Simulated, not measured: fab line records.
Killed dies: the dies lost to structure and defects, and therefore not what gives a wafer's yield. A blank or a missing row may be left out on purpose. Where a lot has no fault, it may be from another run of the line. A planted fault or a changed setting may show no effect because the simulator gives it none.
Which tool did it? ; flow n5Finfet ; 33 wafers from 11 lots sampled at 6 of the route's 1938 steps

## WHAT EACH GAUGE READ, for each wafer
N5_GATE_CUT_INSPECT_26: inspects for defects (darkfield).
lot;measured;on;rawDefectCount
L075;day 5 00:37;defectInspect-02;87 31 37
L077;day 5 11:53;defectInspect-01;52 40 42
L080;day 6 07:12;defectInspect-01;79 29 31
L082;day 6 15:43;defectInspect-02;63 31 30
L084;day 7 05:44;defectInspect-01;41 30 34
L086;day 7 21:10;defectInspect-02;63 42 44
L088;day 8 05:58;defectInspect-01;33 26 36
L090;day 8 18:27;defectInspect-01;19 22 28
L092;day 9 04:43;defectInspect-02;54 53 23
L094;day 9 16:20;defectInspect-01;38 74 55
L096;day 10 06:48;defectInspect-02;35 93 30

## WHICH TOOL RAN EACH LOT (tool, then ch and the chambers of the sampled wafers, then the start)
lot;N5_HKMG_FIN_ETCH_86;N5_GATE_CUT_ETCH_36;N5_GATE_CUT_STRIP_41;N5_GATE_CUT_CUT_ETCH_55;N5_GATE_CUT_VAPOR_ETCH_49
L075;rieDiel-05 ch 0,1,3, day 4 12:56;rieDiel-03 ch 0,1,3, day 4 21:18;rieDiel-03 ch 0,1,3, day 4 21:28;rieMetal-01 ch 0,1, day 4 21:46;rieMetal-01 ch 0,1, day 4 21:51
L077;rieDiel-06 ch 0,1,3, day 5 01:14;rieDiel-03 ch 1,2, day 5 08:16;rieDiel-03 ch 1,2, day 5 08:26;rieMetal-03 ch 0,1, day 5 08:43;rieMetal-03 ch 0,1, day 5 08:48
L080;rieDiel-05 ch 0,2,3, day 5 20:52;rieDiel-02 ch 2,3, day 6 03:51;rieDiel-02 ch 2,3, day 6 04:01;rieMetal-01 ch 0,1, day 6 04:19;rieMetal-01 ch 0,1, day 6 04:25
L082;rieDiel-05 ch 1,2,3, day 6 05:16;rieDiel-03 ch 0,1, day 6 12:25;rieDiel-03 ch 0,1, day 6 12:35;rieMetal-02 ch 0,1, day 6 12:52;rieMetal-02 ch 0,1, day 6 12:58
L084;rieDiel-04 ch 1,3, day 6 19:09;rieDiel-03 ch 0,1,3, day 7 02:26;rieDiel-03 ch 0,1,3, day 7 02:37;rieMetal-03 ch 0,1, day 7 02:53;rieMetal-03 ch 0,1, day 7 02:59
L086;rieDiel-04 ch 0,1,2, day 7 10:25;rieDiel-03 ch 1,3, day 7 17:41;rieDiel-03 ch 1,3, day 7 17:51;rieMetal-02 ch 0,1, day 7 18:08;rieMetal-02 ch 0,1, day 7 18:13
L088;rieDiel-04 ch 1,2, day 7 18:19;rieDiel-01 ch 1,2,3, day 8 02:39;rieDiel-01 ch 1,2,3, day 8 02:49;rieMetal-02 ch 0,1, day 8 03:07;rieMetal-02 ch 0,1, day 8 03:13
L090;rieDiel-04 ch 1,2,3, day 8 05:52;rieDiel-01 ch 0,2,3, day 8 13:52;rieDiel-01 ch 0,2,3, day 8 14:02;rieMetal-01 ch 0,1, day 8 14:19;rieMetal-01 ch 0,1, day 8 14:25
L092;rieDiel-06 ch 1,2,3, day 8 17:00;rieDiel-03 ch 1,2, day 9 01:24;rieDiel-03 ch 1,2, day 9 01:34;rieMetal-03 ch 0,1, day 9 01:52;rieMetal-03 ch 0,1, day 9 01:58
L094;rieDiel-05 ch 1,2,3, day 9 05:54;rieDiel-03 ch 1,2, day 9 13:01;rieDiel-03 ch 1,2, day 9 13:11;rieMetal-01 ch 0,1, day 9 13:29;rieMetal-01 ch 0,1, day 9 13:34
L096;rieDiel-04 ch 0,1,2, day 9 20:00;rieDiel-01 ch 1,2,3, day 10 03:11;rieDiel-01 ch 1,2,3, day 10 03:21;rieMetal-01 ch 0,1, day 10 03:38;rieMetal-01 ch 0,1, day 10 03:44
- N5_HKMG_FIN_ETCH_86: etches SOC in N2/H2, stops on TiN, target depth 393.2 nm.
- N5_GATE_CUT_ETCH_36: etches SiARC in CF4, target depth 13 nm, time 21.7 s.
- N5_GATE_CUT_STRIP_41: strips in CF4.
- N5_GATE_CUT_CUT_ETCH_55: etches HfO2 in BCl3, target depth 3.2 nm.
- N5_GATE_CUT_VAPOR_ETCH_49: etches TiAlC in BCl3/Cl2.

## THE ANSWER, worked out from the rows above alone
Rule: the lots themselves supply what counts as usual. The widest of any qualifying gaps counts: lots, ordered by their means at a reading, are off when they make up no more than a third of the lots, leave a main group of 4 or more, and stand apart from it by 3 or more times the standard deviation of that group's means. If all means in a main group match to the digits the tables above print for the reading, that group is not used. Also off: a lot with no number at a reading for which 4 or more lots have one. Where the step has rows for the other lots, those lots are counted as sound.
Across all readings shown, no lot is off: no conclusion can be drawn from this.

## WHAT THE SIMULATOR HAD INSERTED
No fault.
